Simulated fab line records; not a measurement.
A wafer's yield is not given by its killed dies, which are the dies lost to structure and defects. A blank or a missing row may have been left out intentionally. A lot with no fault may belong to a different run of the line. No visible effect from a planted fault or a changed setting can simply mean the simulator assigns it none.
A struck lot beside a sound one / flow n5_finfet / 17 steps out of a route of 1938
Sound: wafers L826.1, L826.2, L826.5. The struck wafers were L832.2, L832.4, L832.6. At the end, the cause is stated.
Order at every step that has rows: each side's tool, ch and its chambers, its first start. Under that, the readings that differ: sound wafers / struck wafers / difference of the means / sigmas: that difference in standard deviations of wafers without a fault.
alike: same words and numbers on both sides, and readings whose means sit less than 2 such deviations apart. not compared: any withheld reading, any reading some wafer has no value for, any bound like >300 that may hide the same value, and any number with overlapping values for which the record gives no deviation.
The two part at a step that has a row with sigmas, a row that says differs or no value, or rows on one side only. Numbers that have no deviation but don't overlap get no sigmas and don't part them. A reading missing from all wafers of one side parts the sides only when that side holds two or more wafers.

first, 1 step without rows for these wafers: N5_STI_FIN_REVEAL_SRD_21 (time 30 s).
N5_STI_FIN_REVEAL_OXIDATION_33: chemistry O2 PLASMA REMOTE, time 20 s.
  sound on plasma_asher-01 ch 0,1, day 3 00:29; struck on plasma_asher-01 ch 0,1, day 4 14:29
  alike: drypump_motor_current_A, heater_power_w, o2_flow_sccm
  not compared: rf_hours_counter_h
then, 2 steps without rows for these wafers: N5_STI_FIN_REVEAL_CLEAN_19 (cleans in O3/DIW, time 120 s); N5_STI_FIN_REVEAL_SRD_23 (time 30 s).
N5_STI_FIN_REVEAL_CD_MEAS_22: target cd 6.238 nm, pitch 28 nm.
  sound: cd_sem-01 at day 3 00:39; struck: cd_sem-03 at day 4 14:39
  alike: cd_nm
N5_STI_FIN_REVEAL_FIN_H_MEAS_10:
  sound: ocd-02 at day 3 00:41; struck: ocd-01 at day 4 14:41
  alike: trench_depth_nm
then, 2 steps without rows for these wafers: N5_STI_FIN_REVEAL_PRECLEAN_18 (cleans in SC2, time 45 s); N5_STI_FIN_REVEAL_SRD_28 (time 30 s).
N5_STI_FIN_REVEAL_INSPECT_13: inspects for defects (darkfield).
  sound: defect_inspect-01 at day 3 00:46; struck: defect_inspect-01 at day 4 14:46
  alike: raw_defect_count
then, 2 steps without rows for these wafers: N5_DUMMY_GATE_PRECLEAN_00 (cleans in O3/DIW, time 60 s); N5_DUMMY_GATE_SRD_01 (time 30 s).
N5_DUMMY_GATE_ALD_02: deposits SiO2, target thk 2 nm, pulse time 1 s.
  sound on ald_sin-01 ch 0,2, day 3 00:53; struck on ald_sin-04 ch 0,3, day 4 14:52
  alike: heater_power_w, precursor_pulse_height_rel
N5_DUMMY_GATE_CVD_03: deposits a-Si from SiH4, target thk 150 nm, time 8042 s.
  sound on lpcvd-01 ch 0/15,0/20,0/34, day 3 00:59; struck on lpcvd-01 ch 1/104,1/114,1/95, day 4 14:58
reading=spike_tc_bottom_C (C); sound=549.9 549.9 549.9; struck=541.3 541.3 541.3; difference=-8.6; sigmas=-3
reading=spike_tc_centre_C (C); sound=531.1 531.1 531.1; struck=515.3 515.3 515.3; difference=-15.8; sigmas=-26
reading=spike_tc_lower_C (C); sound=529.3 529.3 529.3; struck=514.5 514.5 514.5; difference=-14.8; sigmas=-20
reading=spike_tc_top_C (C); sound=556 556 556; struck=541 541 541; difference=-15; sigmas=-4
reading=spike_tc_upper_C (C); sound=528.5 528.5 528.5; struck=514.5 514.5 514.5; difference=-14.0; sigmas=-12
reading=susceptor_temp_C (C); sound=530.02 530.02 530.02; struck=515.63 515.63 515.63; difference=-14.39; sigmas=-96
reading=model.a-Si_of_DUMMY_GATE_CVD_03.thk_nm (nm); sound=153.6 154.2 153.2; struck=97.4 97.2 98.2; difference=-56.1; sigmas=
  alike: zone_power_centre_pct
then, 2 steps without rows for these wafers: N5_DUMMY_GATE_PRECLEAN_46 (cleans in DIW, time 89.5 s); N5_DUMMY_GATE_SRD_47 (dry time 32 s).
N5_DUMMY_GATE_CMP_04: polishes a-Si.
  sound on cmp-01 ch 1,2,3, day 3 04:46; struck on cmp-01 ch 1,2,3, day 4 18:46
reading=time_to_endpoint_s (s); sound=13.9 13.5 14.3; struck=0.0 1.5 1.9; difference=-12.8; sigmas=-6
  alike: motor_current_A
N5_BEOL_M4_RC_MEAS_101:
  the record has rows for the sound wafers here (prober-01 ch 0, day 8 15:10) and none for the struck ones

WHERE THEY PART
First at N5_DUMMY_GATE_CVD_03; last, within this record, at N5_BEOL_M4_RC_MEAS_101.

WHY: what the simulator had put in
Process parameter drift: lpcvd-01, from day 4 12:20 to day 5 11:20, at N5_DUMMY_GATE_CVD_03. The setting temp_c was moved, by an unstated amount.
